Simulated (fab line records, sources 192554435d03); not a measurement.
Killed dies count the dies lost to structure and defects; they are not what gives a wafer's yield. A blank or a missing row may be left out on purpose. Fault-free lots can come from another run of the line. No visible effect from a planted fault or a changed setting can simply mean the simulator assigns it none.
Which tool was responsible? / flow n5 finfet / 27 wafers from 9 lots sampled at 5 of the route's 1938 steps

## WHAT THE GAUGES READ, wafer by wafer
N5_BEOL_M4_RC_MEAS_101. Usual: DIBL_N 36.4 mV/V, standard deviation 1.7; DIBL_P 36.4 mV/V, standard deviation 2.1; IOFF_N 0.16 nA/um, standard deviation 0.035; IOFF_P 0.21 nA/um, standard deviation 0.035; ION_N 680 uA/um, standard deviation 11; ION_P 465 uA/um, standard deviation 6.8; SS_N 71.5 mV/dec, standard deviation 0.58; SS_P 73.2 mV/dec, standard deviation 0.72; VT_N 249 mV, standard deviation 3.6; VT_P -250 mV, standard deviation 3.1.
lot=L458; measured=day 8 12:06; on=prober-02; DIBL_N (mV/V)=38.5 37.1 36.7; DIBL_P (mV/V)=37.3 34.6 34.6; IOFF_N (nA/um)=0.18 0.14 0.14; IOFF_P (nA/um)=0.21 0.17 0.15; ION_N (uA/um)=693 685 668; ION_P (uA/um)=464 461 447; SS_N (mV/dec)=71.5 71.3 71.4; SS_P (mV/dec)=73.9 73.2 73.4; VT_N (mV)=246 253 253; VT_P (mV)=-248 -254 -254; flag=
lot=L460; measured=day 8 13:37; on=prober-01; DIBL_N (mV/V)=36.0 35.2 37.9; DIBL_P (mV/V)=37.7 36.5 39.5; IOFF_N (nA/um)=0.17 0.16 0.22; IOFF_P (nA/um)=0.24 0.22 0.28; ION_N (uA/um)=685 686 693; ION_P (uA/um)=469 471 476; SS_N (mV/dec)=71.2 71.3 72.1; SS_P (mV/dec)=73.6 73.5 74.4; VT_N (mV)=248 249 247; VT_P (mV)=-250 -250 -246; flag=
lot=L461; measured=day 8 23:29; on=prober-01; DIBL_N (mV/V)=35.5 36.5 34.6; DIBL_P (mV/V)=36.7 37.4 35.5; IOFF_N (nA/um)=0.17 0.20 0.16; IOFF_P (nA/um)=0.22 0.23 0.19; ION_N (uA/um)=701 691 686; ION_P (uA/um)=472 463 464; SS_N (mV/dec)=71.6 71.4 71.5; SS_P (mV/dec)=73.9 73.5 73.5; VT_N (mV)=246 246 250; VT_P (mV)=-246 -246 -251; flag=
lot=L462; measured=day 9 21:58; on=prober-02; DIBL_N (mV/V)=35.7 34.6 36.0; DIBL_P (mV/V)=37.8 35.9 37.8; IOFF_N (nA/um)=0.17 0.14 0.18; IOFF_P (nA/um)=0.19 0.17 0.20; ION_N (uA/um)=678 662 680; ION_P (uA/um)=457 451 459; SS_N (mV/dec)=71.7 71.5 71.9; SS_P (mV/dec)=73.8 73.2 74.4; VT_N (mV)=250 252 247; VT_P (mV)=-254 -256 -251; flag=
lot=L466; measured=day 9 23:12; on=prober-02; DIBL_N (mV/V)=34.2 34.8 37.7; DIBL_P (mV/V)=34.4 34.9 37.7; IOFF_N (nA/um)=0.13 0.14 0.18; IOFF_P (nA/um)=0.18 0.18 0.22; ION_N (uA/um)=689 675 695; ION_P (uA/um)=466 465 468; SS_N (mV/dec)=70.7 72.1 71.9; SS_P (mV/dec)=72.2 72.0 72.7; VT_N (mV)=251 251 248; VT_P (mV)=-254 -253 -252; flag=
lot=L468; measured=day 10 04:45; on=prober-01; DIBL_N (mV/V)=37.7 35.5 35.9; DIBL_P (mV/V)=36.4 33.3 34.8; IOFF_N (nA/um)=0.19 0.13 0.14; IOFF_P (nA/um)=0.24 0.18 0.21; ION_N (uA/um)=697 655 682; ION_P (uA/um)=474 457 469; SS_N (mV/dec)=71.9 71.9 71.6; SS_P (mV/dec)=73.2 72.4 72.8; VT_N (mV)=244 252 246; VT_P (mV)=-246 -252 -246; flag=
lot=L469; measured=day 10 17:04; on=prober-02; DIBL_N (mV/V)=37.5 37.0 38.2; DIBL_P (mV/V)=39.5 37.7 39.3; IOFF_N (nA/um)=0.18 0.16 0.19; IOFF_P (nA/um)=0.23 0.20 0.22; ION_N (uA/um)=680 662 677; ION_P (uA/um)=463 456 458; SS_N (mV/dec)=71.6 71.4 71.7; SS_P (mV/dec)=74.5 73.6 74.7; VT_N (mV)=249 250 247; VT_P (mV)=-249 -251 -249; flag=
lot=L478; measured=day 13 14:23; on=prober-01; DIBL_N (mV/V)=36.7 35.4 35.4; DIBL_P (mV/V)=38.0 35.9 36.5; IOFF_N (nA/um)=0.19 0.17 0.18; IOFF_P (nA/um)=0.23 0.19 0.19; ION_N (uA/um)=681 684 690; ION_P (uA/um)=460 460 466; SS_N (mV/dec)=71.7 71.5 71.6; SS_P (mV/dec)=73.4 73.1 73.5; VT_N (mV)=245 246 248; VT_P (mV)=-249 -253 -254; flag=
lot=L479; measured=day 13 05:23; on=prober-02; DIBL_N (mV/V)=39.5 37.7 41.5; DIBL_P (mV/V)=40.4 37.7 42.8; IOFF_N (nA/um)=0.24 0.19 0.31; IOFF_P (nA/um)=0.28 0.23 0.32; ION_N (uA/um)=686 702 717; ION_P (uA/um)=463 471 480; SS_N (mV/dec)=73.2 71.0 72.9; SS_P (mV/dec)=74.5 73.2 75.0; VT_N (mV)=243 243 239; VT_P (mV)=-247 -249 -245; flag=

## EACH LOT AND THE TOOL THAT RAN IT (in order: tool; ch and the chambers of the sampled wafers; start)
lot=L458; N5_FIN_SAQP_PECVD_47=pecvd-01 ch 0,2, day 1 20:56; N5_FIN_SAQP_MANDREL_ETCH_22=rie si-03 ch 1,2, day 1 22:05; N5_FIN_SAQP_MANDREL1_REMOVE_56=rie si-05 ch 0,1, day 1 23:42; N5_FIN_SAQP_MANDREL_ETCH_58=rie si-03 ch 0,1,3, day 2 00:00
lot=L460; N5_FIN_SAQP_PECVD_47=pecvd-02 ch 0,1, day 2 09:45; N5_FIN_SAQP_MANDREL_ETCH_22=rie si-03 ch 2,3, day 2 10:44; N5_FIN_SAQP_MANDREL1_REMOVE_56=rie si-05 ch 1,2,3, day 2 12:28; N5_FIN_SAQP_MANDREL_ETCH_58=rie si-05 ch 0,2,3, day 2 12:56
lot=L461; N5_FIN_SAQP_PECVD_47=pecvd-03 ch 0,1,2, day 2 15:17; N5_FIN_SAQP_MANDREL_ETCH_22=rie si-03 ch 1,2,3, day 2 16:19; N5_FIN_SAQP_MANDREL1_REMOVE_56=rie si-05 ch 2,3, day 2 19:22; N5_FIN_SAQP_MANDREL_ETCH_58=rie si-03 ch 0,3, day 2 19:54
lot=L462; N5_FIN_SAQP_PECVD_47=pecvd-03 ch 0,1,2, day 2 21:55; N5_FIN_SAQP_MANDREL_ETCH_22=rie si-03 ch 0,2, day 2 22:52; N5_FIN_SAQP_MANDREL1_REMOVE_56=rie si-05 ch 0,3, day 3 00:33; N5_FIN_SAQP_MANDREL_ETCH_58=rie si-03 ch 1,2,3, day 3 00:54
lot=L466; N5_FIN_SAQP_PECVD_47=pecvd-02 ch 1,2, day 3 21:37; N5_FIN_SAQP_MANDREL_ETCH_22=rie si-03 ch 2,3, day 3 23:15; N5_FIN_SAQP_MANDREL1_REMOVE_56=rie si-03 ch 0,1,2, day 4 01:00; N5_FIN_SAQP_MANDREL_ETCH_58=rie si-04 ch 0,1, day 4 01:18
lot=L468; N5_FIN_SAQP_PECVD_47=pecvd-03 ch 0,2, day 4 09:10; N5_FIN_SAQP_MANDREL_ETCH_22=rie si-05 ch 1,2,3, day 4 10:06; N5_FIN_SAQP_MANDREL1_REMOVE_56=rie si-03 ch 0,1,2, day 4 11:55; N5_FIN_SAQP_MANDREL_ETCH_58=rie si-04 ch 0,2, day 4 12:16
lot=L469; N5_FIN_SAQP_PECVD_47=pecvd-01 ch 0,1, day 4 14:38; N5_FIN_SAQP_MANDREL_ETCH_22=rie si-03 ch 0,1,2, day 4 15:41; N5_FIN_SAQP_MANDREL1_REMOVE_56=rie si-05 ch 0,1,3, day 4 18:07; N5_FIN_SAQP_MANDREL_ETCH_58=rie si-03 ch 1,2,3, day 4 18:25
lot=L478; N5_FIN_SAQP_PECVD_47=pecvd-02 ch 1,2, day 6 21:45; N5_FIN_SAQP_MANDREL_ETCH_22=rie si-04 ch 0,2,3, day 6 22:47; N5_FIN_SAQP_MANDREL1_REMOVE_56=rie si-03 ch 1,3, day 7 00:47; N5_FIN_SAQP_MANDREL_ETCH_58=rie si-04 ch 1,2, day 7 01:05
lot=L479; N5_FIN_SAQP_PECVD_47=pecvd-03 ch 0,1,2, day 7 03:07; N5_FIN_SAQP_MANDREL_ETCH_22=rie si-03 ch 1,3, day 7 04:27; N5_FIN_SAQP_MANDREL1_REMOVE_56=rie si-03 ch 0,3, day 7 06:40; N5_FIN_SAQP_MANDREL_ETCH_58=rie si-04 ch 0,2, day 7 06:59
- N5_FIN_SAQP_PECVD_47: deposits a-Si from SiH4/He, target thk 45 nm, time 36.3 s.
- N5_FIN_SAQP_MANDREL_ETCH_22: etches a-Si in HBr/Cl2, stops on SiNx, target depth 60 nm, bt time 10 s, time 30 s.
- N5_FIN_SAQP_MANDREL1_REMOVE_56: chemistry HBr/Cl2/O2, target a-Si, stops on SiNx, bt time 10 s.
- N5_FIN_SAQP_MANDREL_ETCH_58: etches a-Si in HBr/Cl2, stops on SiNx, target depth 45 nm, bt time 10 s, time 27 s.

## WHAT THE TOOLS THEMSELVES READ (means of the sampled wafers that have a number; where no wafer has one, the mark that the record gives instead)
N5_FIN_SAQP_PECVD_47. Usual: heater power w 813 W, standard deviation 82; showerhead plenum p Torr 5.70 Torr, standard deviation 0.056; throttle valve pct 17.9 %, standard deviation 0.75.
lot=L458; tool=pecvd-01; heater power w (W)=768; showerhead plenum p Torr (Torr)=5.62; throttle valve pct (%)=17.9; flag=
lot=L460; tool=pecvd-02; heater power w (W)=760; showerhead plenum p Torr (Torr)=5.76; throttle valve pct (%)=18.6; flag=
lot=L461; tool=pecvd-03; heater power w (W)=827; showerhead plenum p Torr (Torr)=5.68; throttle valve pct (%)=17.8; flag=
lot=L462; tool=pecvd-03; heater power w (W)=811; showerhead plenum p Torr (Torr)=5.68; throttle valve pct (%)=17.8; flag=
lot=L466; tool=pecvd-02; heater power w (W)=754; showerhead plenum p Torr (Torr)=5.77; throttle valve pct (%)=17.2; flag=
lot=L468; tool=pecvd-03; heater power w (W)=754; showerhead plenum p Torr (Torr)=5.67; throttle valve pct (%)=17.5; flag=
lot=L469; tool=pecvd-01; heater power w (W)=821; showerhead plenum p Torr (Torr)=5.68; throttle valve pct (%)=18.4; flag=
lot=L478; tool=pecvd-02; heater power w (W)=829; showerhead plenum p Torr (Torr)=5.77; throttle valve pct (%)=17.9; flag=
lot=L479; tool=pecvd-03; heater power w (W)=826; showerhead plenum p Torr (Torr)=5.67; throttle valve pct (%)=17.8; flag=

N5_FIN_SAQP_MANDREL_ETCH_22. Usual: drypump motor current A 5.9 A, standard deviation 0.41; mfc cl2 sccm 79.97 sccm, standard deviation 0.25; oes product au 0.770 a.u., standard deviation 0.016; throttle valve pct 35.3 %, standard deviation 0.4.
lot=L458; tool=rie si-03; drypump motor current A (A)=6.4; mfc cl2 sccm (sccm)=79.81; oes product au (a.u.)=0.763; throttle valve pct (%)=35.5; flag=
lot=L460; tool=rie si-03; drypump motor current A (A)=6.3; mfc cl2 sccm (sccm)=79.87; oes product au (a.u.)=0.770; throttle valve pct (%)=35.6; flag=
lot=L461; tool=rie si-03; drypump motor current A (A)=6.0; mfc cl2 sccm (sccm)=79.89; oes product au (a.u.)=0.763; throttle valve pct (%)=35.3; flag=
lot=L462; tool=rie si-03; drypump motor current A (A)=6.0; mfc cl2 sccm (sccm)=79.85; oes product au (a.u.)=0.758; throttle valve pct (%)=35.7; flag=
lot=L466; tool=rie si-03; drypump motor current A (A)=6.0; mfc cl2 sccm (sccm)=76.35; oes product au (a.u.)=0.779; throttle valve pct (%)=35.0; flag=OFF
lot=L468; tool=rie si-05; drypump motor current A (A)=6.1; mfc cl2 sccm (sccm)=80.04; oes product au (a.u.)=0.761; throttle valve pct (%)=35.3; flag=
lot=L469; tool=rie si-03; drypump motor current A (A)=6.1; mfc cl2 sccm (sccm)=76.18; oes product au (a.u.)=0.765; throttle valve pct (%)=35.2; flag=OFF
lot=L478; tool=rie si-04; drypump motor current A (A)=5.8; mfc cl2 sccm (sccm)=79.91; oes product au (a.u.)=0.776; throttle valve pct (%)=35.0; flag=
lot=L479; tool=rie si-03; drypump motor current A (A)=5.8; mfc cl2 sccm (sccm)=80.09; oes product au (a.u.)=0.760; throttle valve pct (%)=35.0; flag=

N5_FIN_SAQP_MANDREL1_REMOVE_56. Usual: drypump motor current A 5.9 A, standard deviation 0.36; oes product au 1.005 a.u., standard deviation 0.022; throttle valve pct 36.7 %, standard deviation 0.35.
lot=L458; tool=rie si-05; drypump motor current A (A)=6.1; oes product au (a.u.)=1.021; throttle valve pct (%)=36.6; flag=
lot=L460; tool=rie si-05; drypump motor current A (A)=6.1; oes product au (a.u.)=0.999; throttle valve pct (%)=36.6; flag=
lot=L461; tool=rie si-05; drypump motor current A (A)=6.1; oes product au (a.u.)=0.989; throttle valve pct (%)=36.7; flag=
lot=L462; tool=rie si-05; drypump motor current A (A)=5.8; oes product au (a.u.)=1.022; throttle valve pct (%)=36.8; flag=
lot=L466; tool=rie si-03; drypump motor current A (A)=6.1; oes product au (a.u.)=0.988; throttle valve pct (%)=36.8; flag=
lot=L468; tool=rie si-03; drypump motor current A (A)=6.1; oes product au (a.u.)=0.986; throttle valve pct (%)=36.8; flag=
lot=L469; tool=rie si-05; drypump motor current A (A)=6.1; oes product au (a.u.)=1.018; throttle valve pct (%)=36.6; flag=
lot=L478; tool=rie si-03; drypump motor current A (A)=5.8; oes product au (a.u.)=0.989; throttle valve pct (%)=36.3; flag=
lot=L479; tool=rie si-03; drypump motor current A (A)=5.8; oes product au (a.u.)=1.010; throttle valve pct (%)=36.9; flag=

N5_FIN_SAQP_MANDREL_ETCH_58. Usual: drypump motor current A 5.9 A, standard deviation 0.39; mfc cl2 sccm 80.02 sccm, standard deviation 0.25; oes product au 0.697 a.u., standard deviation 0.015; throttle valve pct 35.5 %, standard deviation 0.38.
lot=L458; tool=rie si-03; drypump motor current A (A)=5.8; mfc cl2 sccm (sccm)=80.06; oes product au (a.u.)=0.693; throttle valve pct (%)=35.5; flag=
lot=L460; tool=rie si-05; drypump motor current A (A)=5.9; mfc cl2 sccm (sccm)=79.98; oes product au (a.u.)=0.700; throttle valve pct (%)=35.7; flag=
lot=L461; tool=rie si-03; drypump motor current A (A)=5.8; mfc cl2 sccm (sccm)=79.90; oes product au (a.u.)=0.700; throttle valve pct (%)=35.7; flag=
lot=L462; tool=rie si-03; drypump motor current A (A)=6.1; mfc cl2 sccm (sccm)=79.97; oes product au (a.u.)=0.683; throttle valve pct (%)=35.5; flag=
lot=L466; tool=rie si-04; drypump motor current A (A)=5.5; mfc cl2 sccm (sccm)=79.89; oes product au (a.u.)=0.718; throttle valve pct (%)=35.5; flag=
lot=L468; tool=rie si-04; drypump motor current A (A)=5.5; mfc cl2 sccm (sccm)=80.13; oes product au (a.u.)=0.712; throttle valve pct (%)=35.3; flag=
lot=L469; tool=rie si-03; drypump motor current A (A)=6.0; mfc cl2 sccm (sccm)=80.03; oes product au (a.u.)=0.697; throttle valve pct (%)=35.5; flag=
lot=L478; tool=rie si-04; drypump motor current A (A)=5.3; mfc cl2 sccm (sccm)=80.15; oes product au (a.u.)=0.720; throttle valve pct (%)=35.8; flag=
lot=L479; tool=rie si-04; drypump motor current A (A)=5.4; mfc cl2 sccm (sccm)=79.87; oes product au (a.u.)=0.705; throttle valve pct (%)=35.6; flag=

## THE ANSWER, worked out from the rows above alone
Rule: lot off if the mean of its wafers having a number is beyond 3 standard deviations from the usual mean. A lot without any number at a reading at which 4 lots or more have one is off too. Any other lot the step has rows for is counted as sound. First the gauges in route order, then the tools' own readings, where a lot's mean is used as printed above. At the first step where some lot is off, the reading lying furthest off is the one used; lots without a number count as furthest.
Off, at N5_FIN_SAQP_MANDREL_ETCH_22 on mfc cl2 sccm: L466, L469.
If a tool, at that step or one of the process steps before it, ran each lot that is off and ran no sound lot following the first of them, it fits. Of those tried, none fits.

## WHAT THE SIMULATOR HAD INSERTED
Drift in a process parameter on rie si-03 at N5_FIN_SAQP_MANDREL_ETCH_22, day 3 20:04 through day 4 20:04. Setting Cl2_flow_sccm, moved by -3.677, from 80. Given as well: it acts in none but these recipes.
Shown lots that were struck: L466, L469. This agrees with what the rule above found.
